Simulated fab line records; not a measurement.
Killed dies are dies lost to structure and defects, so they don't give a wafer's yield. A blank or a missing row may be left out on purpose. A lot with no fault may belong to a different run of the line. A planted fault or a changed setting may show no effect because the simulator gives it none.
fab line records	flow n5Finfet	part 1 of 2: steps 1 to 22 of 29
record: lots: 5	wafers: 15	lastDay: 18
route steps=1938 shown BEOL_M15@1787
lots with no fault: from the same line, run without faults
startH: start of the lot's first displayed wafer, in hours after the record's first day	waitH: time in hours since the lot's previous step	" same as the row above	L1.1+2: a row that stands for several wafers	- no value present, or no start provided	* or withheld: withheld	< > ~ a bound
route shown NAME@n: NAME is a module with steps in the file, n the number in the route of the first one	usual: average and standard deviation across the fault-free wafers	same: alike in all rows	chamber/n: place in a boat	sites: the reading at each site	_std_site: standard deviation across them	_edge_site: mean of outer sites minus mean of inner sites	radiusMm: for every site, how far away it sits from the centre of the wafer	mask NAME#n: copy n	behind: the last tool/chamber to shape the wafer	hold: what put the lot on hold/how long, in hours/how the hold closed	device: transistor that didn't switch, given as n, p or np	end of line: tests of these same wafers at the route's end	for a step that has no rows: nothing shown but its recipe	killed: count of dies lost to structure and defects at first sort (not the wafer's yield)	map: a wafer's dies, marking killed ones x, the rest . and places with no die _
set.NAME: the setting the step ran with; set.NAME@STEP: the setting that earlier step ran with	model.NAME: the simulator's own value behind a step, which no gauge read
a table for each step, a row for each wafer; lots at some steps of the route
services: when a tool's chamber went out of use (startH, in hours from the record's first day, below 0 if earlier), for how many hours, and the reason
== steps ==
step: N5_BEOL_M15_ETCH_59
recipe: chemistry: N2/H2	target: BARC	targetDepthA: 890	overetchA: 267	timeS: 67.9	ionEnergyEv: 200	pressureMtorr: 30	sourceW: 840	biasW: 150	n2FlowSccm: 200	h2FlowSccm: 200
usual: drypumpMotorCurrentA: 5.5/0.46	oesProductAu: 0.69/0.063	rfVppV: 523.9/2.7	showerheadPlenumPTorr: 2.54/0.095	throttleValvePct: 17.9/0.31
lot.wafer	tool	chamber	startH	waitH	drypumpMotorCurrentA	oesProductAu	rfHoursCounterH	rfVppV	showerheadPlenumPTorr	throttleValvePct
L076.1	rieDiel-04	2	286.45	0.0	4.8	0.58	248	519.5	2.42	18.1
L076.2	"	1	"	"	5.6	0.65	176	523.7	2.52	17.9
L076.3	"	0	"	"	5.3	0.74	52	525.1	2.58	17.9
L082.1	rieDiel-04	1	331.01	0.0	5.7	0.64	188	523.7	2.51	17.9
L082.4	"	2	"	"	4.7	0.84	4	528.6	2.74	17.6
L082.5	"	0	"	"	5.3	0.73	-	525.1	2.57	18.0
L087.3	rieDiel-01	1	364.85	0.0	5.1	0.60	227	520.9	2.39	18.3
L087.5	"	3	"	"	5.6	0.71	-	523.6	2.55	17.4
L087.6	"	2	"	"	5.4	0.71	-	521.8	2.44	17.7
L092.1	rieDiel-01	1	397.99	0.0	5.1	0.59	235	518.6	2.39	18.3
L092.3	"	3	"	"	5.6	0.70	72	524.6	2.55	17.4
L092.5	"	1	"	"	5.1	0.59	-	520.0	2.39	18.3
L094.1	rieDiel-03	0	408.97	0.0	5.0	0.73	76	528.0	2.65	17.5
L094.4	"	2	"	"	5.1	0.65	-	522.2	2.55	18.0
L094.6	"	0	"	"	5.0	0.73	-	526.7	2.65	17.5
step: N5_BEOL_M15_VIA_ETCH_16
recipe: chemistry: C4F8/O2/Ar	target: SiO2	heInnerTorr: 15	heOuterTorr: 30	targetDepthA: 17922	timeS: withheld	ionEnergyEv: 800	pressureMtorr: 20	sourceW: 1905	biasW: 2040	Ar_flow_sccm: 400	C4F8_flow_sccm: 16	O2_flow_sccm: 12	ends: cleared
usual: drypumpMotorCurrentA: 5.5/0.46	oesProductAu: 0.73/0.07	rfVppV: 2237/50	showerheadPlenumPTorr: 3.44/0.11	throttleValvePct: 30.9/0.42
lot.wafer	tool	chamber	startH	waitH	drypumpMotorCurrentA	oesProductAu	rfVppV	showerheadPlenumPTorr	throttleValvePct
L076.1	rieDiel-04	2	286.50	0.0	4.7	0.61	2153	3.21	30.5
L076.2	"	1	"	"	5.6	0.68	2260	3.41	30.9
L076.3	"	0	"	"	5.3	0.79	2263	3.50	31.2
L082.1	rieDiel-04	1	331.06	0.0	5.6	0.67	2259	3.40	30.9
L082.4	"	2	"	"	4.7	0.88	2190	3.60	30.0
L082.5	"	0	"	"	5.3	0.77	2262	3.49	31.2
L087.3	rieDiel-01	1	364.90	0.0	5.1	0.61	2235	3.30	31.7
L087.5	"	3	"	"	5.6	0.77	2177	3.51	30.7
L087.6	"	2	"	"	5.5	0.74	2317	3.31	30.6
L092.1	rieDiel-01	1	398.05	0.0	5.1	0.61	2234	3.30	31.7
L092.3	"	3	"	"	5.6	0.76	2177	3.51	30.7
L092.5	"	1	"	"	5.1	0.62	2235	3.30	31.7
L094.1	rieDiel-03	0	409.03	0.0	5.0	0.77	2190	3.60	30.8
L094.4	"	2	"	"	5.1	0.69	2191	3.46	31.0
L094.6	"	0	"	"	5.0	0.77	2190	3.60	30.8
step: N5_BEOL_M15_STRIP_63
recipe: chemistry: O2	powerW: 600	tempC: 60	pressureMtorr: 30	rfFrequencyHz: 6e+07	biasPowerW: 0	overashFraction: 0.3	o2FlowSccm: 225
usual: drypumpMotorCurrentA: 5.5/0.46	oesProductAu: 0.80/0.078	rfVppV: 3.7/0.78	showerheadPlenumPTorr: 2.09/0.08	throttleValvePct: 16.66/0.22
lot.wafer	tool	chamber	startH	waitH	drypumpMotorCurrentA	oesProductAu	rfHoursCounterH	rfVppV	showerheadPlenumPTorr	throttleValvePct
L076.1	rieDiel-04	2	-	-	4.7	0.68	248	3.5	1.98	16.76
L076.2	"	1	"	"	5.6	0.76	176	3.8	2.09	16.84
L076.3	"	0	"	"	5.3	0.87	52	3.8	2.09	16.55
L082.1	rieDiel-04	1	-	-	5.7	0.75	188	3.7	2.09	16.86
L082.4	"	2	"	"	4.7	0.99	4	3.3	2.24	16.21
L082.5	"	0	"	"	5.3	0.84	-	4.4	2.09	16.56
L087.3	rieDiel-01	1	-	-	5.1	0.69	227	4.2	1.97	17.04
L087.5	"	3	"	"	5.6	0.85	-	3.2	2.15	16.44
L087.6	"	2	"	"	5.5	0.83	-	3.5	2.03	16.54
L092.1	rieDiel-01	1	-	-	5.1	0.68	236	3.7	1.97	17.09
L092.3	"	3	"	"	5.6	0.83	73	2.5	2.14	16.44
L092.5	"	1	"	"	5.1	0.68	-	2.6	1.97	17.08
L094.1	rieDiel-03	0	-	-	5.0	0.86	76	3.0	2.20	16.48
L094.4	"	2	"	"	5.1	0.76	-	4.5	2.08	16.71
L094.6	"	0	"	"	5.0	0.85	-	3.1	2.20	16.47
step: N5_BEOL_M15_STRIP_64
recipe: chemistry: O2	powerW: 600	tempC: 60	pressureMtorr: 30	rfFrequencyHz: 6e+07	biasPowerW: 0	overashFraction: 0.3	o2FlowSccm: 225
usual: drypumpMotorCurrentA: 5.5/0.46	oesProductAu: 0.80/0.077	rfVppV: 3.7/0.54	showerheadPlenumPTorr: 2.09/0.08	throttleValvePct: 16.66/0.22
lot.wafer	tool	chamber	startH	waitH	drypumpMotorCurrentA	oesProductAu	rfHoursCounterH	rfVppV	showerheadPlenumPTorr	throttleValvePct
L076.1	rieDiel-04	2	-	-	4.7	0.68	248	4.2	1.98	16.74
L076.2	"	1	"	"	5.6	0.76	176	3.1	2.09	16.82
L076.3	"	0	"	"	5.3	0.86	52	4.0	2.10	16.56
L082.1	rieDiel-04	1	-	-	5.6	0.76	188	3.6	2.09	16.83
L082.4	"	2	"	"	4.8	0.98	4	4.2	2.24	16.24
L082.5	"	0	"	"	5.3	0.85	-	4.1	2.09	16.58
L087.3	rieDiel-01	1	-	-	5.1	0.69	227	4.5	1.97	17.07
L087.5	"	3	"	"	5.6	0.85	-	4.4	2.15	16.44
L087.6	"	2	"	"	5.4	0.83	-	3.4	2.03	16.55
L092.1	rieDiel-01	1	-	-	5.1	0.68	236	4.8	1.97	17.07
L092.3	"	3	"	"	5.6	0.82	73	3.5	2.14	16.43
L092.5	"	1	"	"	5.1	0.68	-	3.4	1.97	17.09
L094.1	rieDiel-03	0	-	-	5.0	0.85	76	3.7	2.20	16.47
L094.4	"	2	"	"	5.0	0.77	-	3.8	2.08	16.72
L094.6	"	0	"	"	5.0	0.85	-	3.4	2.20	16.47
step: N5_BEOL_M15_STRIP_65
recipe: chemistry: postEtchResidueRemover	timeS: 60	tempC: 25	removerPh: withheld	removerWaterWtPct: withheld	removerFluorideWtPct: withheld
lot.wafer	tool	chamber	startH	waitH
L076.1+2+3	wetBench-05	0,4,2	286.85	-
L082.1+4+5	wetBench-01	5,1,0	331.41	-
L087.3+5+6	wetBench-01	3,0,4	365.25	-
L092.1+3+5	wetBench-05	7,2,3	398.40	-
L094.1+4+6	wetBench-01	6,4,2	409.38	-
step: N5_BEOL_M15_SRD_66
recipe: timeS: 30	tempC: 23	rinseLiquid: diw	dry: n2Spin	spinRpm: 1500	dryTimeS: 30
lot.wafer	tool	chamber	startH	waitH
L076.1+2+3	wetBench-05	0,4,2	286.87	0.0
L082.1+4+5	wetBench-01	5,1,0	331.43	0.0
L087.3+5+6	wetBench-01	3,0,4	365.27	0.0
L092.1+3+5	wetBench-05	7,2,3	398.42	0.0
L094.1+4+6	wetBench-01	6,4,2	409.40	0.0
step: N5_BEOL_M15_CD_MEAS_17
recipe: targetCdNm: 360	polarity: opening
usual: cdNm: 360.5/2.8
lot.wafer	tool	chamber	startH	waitH	cdNm
L076.1	cdSem-02	-	286.91	0.0	361.9
L076.2	"	-	"	"	361.0
L076.3	"	-	"	"	361.8
L082.1	cdSem-01	-	331.47	0.0	359.4
L082.4	"	-	"	"	358.1
L082.5	"	-	"	"	358.7
L087.3	cdSem-03	-	365.31	0.0	355.4
L087.5	"	-	"	"	362.1
L087.6	"	-	"	"	359.3
L092.1	cdSem-01	-	398.46	0.0	361.1
L092.3	"	-	"	"	359.4
L092.5	"	-	"	"	357.5
L094.1	cdSem-03	-	409.44	0.0	359.9
L094.4	"	-	"	"	360.8
L094.6	"	-	"	"	360.1
step: N5_BEOL_M15_COAT_56
recipe: resist: SOC	tempC: 250	timeS: 60	spinRpm: 1500	resistThkNm: 550
lot.wafer	tool	chamber	startH	waitH
L076.1+2+3	lithoTrack-01	0	286.95	0.0
L082.1+4+5	lithoTrack-04	0	331.51	0.0
L087.3+5+6	lithoTrack-01	0	365.36	0.0
L092.1+3+5	lithoTrack-05	0	398.49	0.0
L094.1+4+6	lithoTrack-04	0	409.47	0.0
step: N5_BEOL_M15_ETCH_57
recipe: chemistry: N2/H2	target: SOC	sourceW: 3000	biasW: 350	timeS: 750	ionEnergyEv: 200	pressureMtorr: 30	n2FlowSccm: 200	h2FlowSccm: 200
usual: drypumpMotorCurrentA: 5.5/0.42	oesProductAu: 0.81/0.076	rfVppV: 524.0/2.8	showerheadPlenumPTorr: 2.54/0.1	throttleValvePct: 17.8/0.32
lot.wafer	tool	chamber	startH	waitH	drypumpMotorCurrentA	oesProductAu	rfHoursCounterH	rfVppV	showerheadPlenumPTorr	throttleValvePct
L076.1	rieDiel-01	1	287.30	-	5.1	0.71	203	521.0	2.40	18.1
L076.2	"	2	"	"	5.5	0.86	66	522.3	2.45	17.5
L076.3	"	0	"	"	5.3	0.90	34	528.9	2.69	17.7
L082.1	rieDiel-03	3	331.70	-	6.2	0.79	80	521.9	2.47	17.8
L082.4	"	2	"	"	5.1	0.79	135	524.1	2.56	17.8
L082.5	"	1	"	"	5.6	0.69	-	523.9	2.51	18.1
L087.3	rieDiel-01	0	365.41	-	5.3	0.86	58	525.8	2.68	17.7
L087.5	"	1	"	"	5.1	0.69	-	520.0	2.39	18.2
L087.6	"	0	"	"	5.3	0.85	-	527.8	2.68	17.7
L092.1	rieDiel-01	3	398.56	-	5.6	0.84	73	525.5	2.55	17.3
L092.3	"	0	"	"	5.4	0.85	68	528.5	2.68	17.7
L092.5	"	3	"	"	5.6	0.84	-	525.0	2.55	17.3
L094.1	rieDiel-01	0	409.77	-	5.3	0.84	72	527.7	2.68	17.7
L094.4	"	2	"	"	5.4	0.82	102	521.8	2.44	17.6
L094.6	"	2	"	"	5.5	0.81	-	521.7	2.44	17.6
step: N5_BEOL_M15_COAT_60
recipe: resist: BARC	tempC: 205	timeS: 60	spinRpm: 1500	resistThkNm: 89
lot.wafer	tool	chamber	startH	waitH
L076.1+2+3	lithoTrack-01	0	287.80	0.3
L082.1+4+5	lithoTrack-01	0	332.21	0.3
L087.3+5+6	lithoTrack-05	0	365.91	0.3
L092.1+3+5	lithoTrack-05	0	399.06	0.3
L094.1+4+6	lithoTrack-05	0	410.27	0.3
step: N5_BEOL_M15_COAT_22
recipe: spinRpm: 1704	resistThkNm: 800
lot.wafer	tool	chamber	startH	waitH
L076.1+2+3	lithoTrack-01	0	-	-
L082.1+4+5	lithoTrack-01	0	-	-
L087.3+5+6	lithoTrack-05	0	-	-
L092.1+3+5	lithoTrack-05	0	-	-
L094.1+4+6	lithoTrack-05	0	-	-
step: N5_BEOL_M15_EBR_24
recipe: solvent: PGMEA	ebrWidthMm: 1.5
lot.wafer	tool	chamber	startH	waitH
L076.1+2+3	lithoTrack-01	0	-	-
L082.1+4+5	lithoTrack-01	0	-	-
L087.3+5+6	lithoTrack-05	0	-	-
L092.1+3+5	lithoTrack-05	0	-	-
L094.1+4+6	lithoTrack-05	0	-	-
step: N5_BEOL_M15_SOFTBAKE_23
recipe: tempC: 130	timeS: 60
lot.wafer	tool	chamber	startH	waitH
L076.1+2+3	lithoTrack-01	0	-	-
L082.1+4+5	lithoTrack-01	0	-	-
L087.3+5+6	lithoTrack-05	0	-	-
L092.1+3+5	lithoTrack-05	0	-	-
L094.1+4+6	lithoTrack-05	0	-	-
step: N5_BEOL_M15_EXPOSE_25
recipe: maskId: M15	na: 0.8	sourceShape: annular	sigmaInner: 0.5	sigmaOuter: 0.8	polarization: unpolarized	targetCdNm: 400	doseMj: 35.5
usual: focusOffsetNm: 0.0/0.5
lot.wafer	tool	chamber	startH	waitH	mask	focusOffsetNm
L076.1	krfScanner-02	0	288.03	-	M15#0	0.1
L076.2	"	0	"	"	M15#0	0.9
L076.3	"	0	"	"	M15#0	0.3
L082.1	krfScanner-01	0	332.30	-	M15#0	-0.1
L082.4	"	0	"	"	M15#0	-0.4
L082.5	"	0	"	"	M15#0	-0.5
L087.3	krfScanner-02	0	366.15	-	M15#0	-0.2
L087.5	"	0	"	"	M15#0	-0.7
L087.6	"	0	"	"	M15#0	-0.4
L092.1	krfScanner-01	0	399.16	-	M15#0	0.4
L092.3	"	0	"	"	M15#0	0.0
L092.5	"	0	"	"	M15#0	0.8
L094.1	krfScanner-01	0	410.37	-	M15#0	0.2
L094.4	"	0	"	"	M15#0	-0.3
L094.6	"	0	"	"	M15#0	-0.5
step: N5_BEOL_M15_PEB_26
recipe: pebTempC: 130	pebTimeS: 90
lot.wafer	tool	chamber	startH	waitH
L076.1+2+3	lithoTrack-04	0	288.08	0.1
L082.1+4+5	lithoTrack-05	0	332.36	0.1
L087.3+5+6	lithoTrack-05	0	366.20	0.0
L092.1+3+5	lithoTrack-01	0	399.21	0.1
L094.1+4+6	lithoTrack-04	0	410.42	0.1
step: N5_BEOL_M15_DEVELOP_27
recipe: developTimeS: 45	rinseLiquid: diw	dry: airSpin	devTempC: 21
lot.wafer	tool	chamber	startH	waitH
L076.1+2+3	lithoTrack-04	0	-	-
L082.1+4+5	lithoTrack-05	0	-	-
L087.3+5+6	lithoTrack-05	0	-	-
L092.1+3+5	lithoTrack-01	0	-	-
L094.1+4+6	lithoTrack-04	0	-	-
step: N5_BEOL_M15_HARDBAKE_32
recipe: tempC: 130	timeS: 120
lot.wafer	tool	chamber	startH	waitH
L076.1+2+3	lithoTrack-04	0	-	-
L082.1+4+5	lithoTrack-05	0	-	-
L087.3+5+6	lithoTrack-05	0	-	-
L092.1+3+5	lithoTrack-01	0	-	-
L094.1+4+6	lithoTrack-04	0	-	-
step: N5_BEOL_M15_CD_MEAS_28
recipe: targetCdNm: 407.6	landingEnergyEv: 500	detector: seInlens
usual: cdNm: 408.5/2.5
lot.wafer	tool	chamber	startH	waitH	cdNm
L076.1	cdSem-01	0	288.20	-	411.2
L076.2	"	0	"	"	410.5
L076.3	"	0	"	"	406.4
L082.1	cdSem-02	0	332.48	-	408.9
L082.4	"	0	"	"	407.9
L082.5	"	0	"	"	409.0
L087.3	cdSem-02	0	366.32	-	407.4
L087.5	"	0	"	"	409.4
L087.6	"	0	"	"	407.8
L092.1	cdSem-03	0	399.33	-	412.0
L092.3	"	0	"	"	409.4
L092.5	"	0	"	"	412.7
L094.1	cdSem-01	0	410.54	-	404.4
L094.4	"	0	"	"	408.6
L094.6	"	0	"	"	411.2
step: N5_BEOL_M15_OVL_MEAS_29
recipe: pointsPerWafer: 44
usual: M15_OVL: 3/5
lot.wafer	tool	chamber	startH	waitH	M15_OVL[nm]
L076.1	overlay-02	0	288.23	0.0	-7
L076.2	"	0	"	"	-2
L076.3	"	0	"	"	4
L082.1	overlay-02	0	332.51	0.0	1
L082.4	"	0	"	"	1
L082.5	"	0	"	"	3
L087.3	overlay-02	0	366.34	0.0	6
L087.5	"	0	"	"	2
L087.6	"	0	"	"	0
L092.1	overlay-02	0	399.36	0.0	-1
L092.3	"	0	"	"	3
L092.5	"	0	"	"	-5
L094.1	overlay-01	0	410.57	0.0	-3
L094.4	"	0	"	"	6
L094.6	"	0	"	"	0
step: N5_BEOL_M15_INSPECT_30
recipe: mode: adi	inspectInstrument: macro
usual: rawDefectCount: 1.9/1.5
lot.wafer	tool	chamber	startH	waitH	rawDefectCount
L076.1	defectInspect-02	-	288.25	0.0	1
L076.2	"	-	"	"	1
L076.3	"	-	"	"	3
L082.1	defectInspect-01	-	332.53	0.0	1
L082.4	"	-	"	"	1
L082.5	"	-	"	"	4
L087.3	defectInspect-01	-	366.37	0.0	3
L087.5	"	-	"	"	0
L087.6	"	-	"	"	3
L092.1	defectInspect-02	-	399.38	0.0	2
L092.3	"	-	"	"	1
L092.5	"	-	"	"	4
L094.1	defectInspect-02	-	410.59	0.0	1
L094.4	"	-	"	"	2
L094.6	"	-	"	"	0
step: N5_BEOL_M15_DESCUM_33
recipe: chemistry: O2	timeS: 7.9	sourcePowerW: 50	biasPowerW: 20	pressureMtorr: 20	rfFrequencyHz: 2.712e+07	tempC: 40	o2FlowSccm: 225
usual: drypumpMotorCurrentA: 5.5/0.46	oesProductAu: 0.80/0.076	rfVppV: 243.3/1.5	showerheadPlenumPTorr: 2.09/0.083	throttleValvePct: 20.45/0.23
lot.wafer	tool	chamber	startH	waitH	drypumpMotorCurrentA	oesProductAu	rfHoursCounterH	rfVppV	showerheadPlenumPTorr	throttleValvePct
L076.1	rieDiel-04	1	288.42	0.2	5.7	0.77	177	243.2	2.09	20.60
L076.2	"	0	"	"	5.3	0.85	53	242.7	2.09	20.30
L076.3	"	3	"	"	6.4	0.73	182	244.6	2.06	20.57
L082.1	rieDiel-03	0	333.20	0.7	5.0	0.86	55	245.8	2.20	20.25
L082.4	"	2	"	"	5.1	0.78	136	243.0	2.09	20.39
L082.5	"	1	"	"	5.6	0.69	-	241.9	2.08	20.81
L087.3	rieDiel-01	2	366.40	0.0	5.5	0.81	90	242.2	2.03	20.36
L087.5	"	3	"	"	5.6	0.84	-	243.4	2.14	20.19
L087.6	"	0	"	"	5.3	0.87	-	247.0	2.22	20.49
L092.1	rieDiel-01	3	399.42	0.0	5.6	0.84	73	241.8	2.14	20.18
L092.3	"	2	"	"	5.5	0.82	98	242.4	2.03	20.37
L092.5	"	0	"	"	5.3	0.86	-	244.0	2.21	20.51
L094.1	rieDiel-03	0	410.63	0.0	5.0	0.85	77	245.2	2.20	20.27
L094.4	"	2	"	"	5.0	0.77	-	242.8	2.08	20.39
L094.6	"	0	"	"	5.0	0.84	-	244.6	2.20	20.28
step: N5_BEOL_M15_ETCH_61
recipe: chemistry: N2/H2	target: BARC	targetDepthA: 890	overetchA: 267	timeS: 67.9	ionEnergyEv: 200	pressureMtorr: 30	sourceW: 840	biasW: 150	n2FlowSccm: 200	h2FlowSccm: 200
usual: drypumpMotorCurrentA: 5.5/0.46	oesProductAu: 0.68/0.061	rfVppV: 524.0/2.9	showerheadPlenumPTorr: 2.54/0.097	throttleValvePct: 17.9/0.31
lot.wafer	tool	chamber	startH	waitH	drypumpMotorCurrentA	oesProductAu	rfHoursCounterH	rfVppV	showerheadPlenumPTorr	throttleValvePct
L076.1	rieDiel-04	1	288.45	0.0	5.7	0.64	177	522.6	2.52	17.9
L076.2	"	0	"	"	5.3	0.74	53	524.7	2.58	18.0
L076.3	"	3	"	"	6.4	0.61	182	523.7	2.55	18.3
L082.1	rieDiel-03	0	333.23	0.0	5.0	0.75	55	526.6	2.66	17.4
L082.4	"	2	"	"	5.1	0.67	136	523.5	2.56	17.9
L082.5	"	1	"	"	5.6	0.59	-	522.8	2.51	18.2
L087.3	rieDiel-01	2	366.44	0.0	5.4	0.72	90	520.8	2.44	17.7
L087.5	"	3	"	"	5.6	0.72	-	524.6	2.55	17.4
L087.6	"	0	"	"	5.4	0.73	-	528.7	2.68	17.8
L092.1	rieDiel-01	3	399.45	0.0	5.6	0.71	73	524.1	2.55	17.4
L092.3	"	2	"	"	5.5	0.70	98	521.9	2.44	17.7
L092.5	"	0	"	"	5.3	0.71	-	527.6	2.68	17.8
L094.1	rieDiel-03	0	410.66	0.0	5.0	0.72	77	528.7	2.65	17.5
L094.4	"	2	"	"	5.0	0.65	-	524.0	2.55	18.0
L094.6	"	0	"	"	5.0	0.73	-	529.0	2.65	17.5
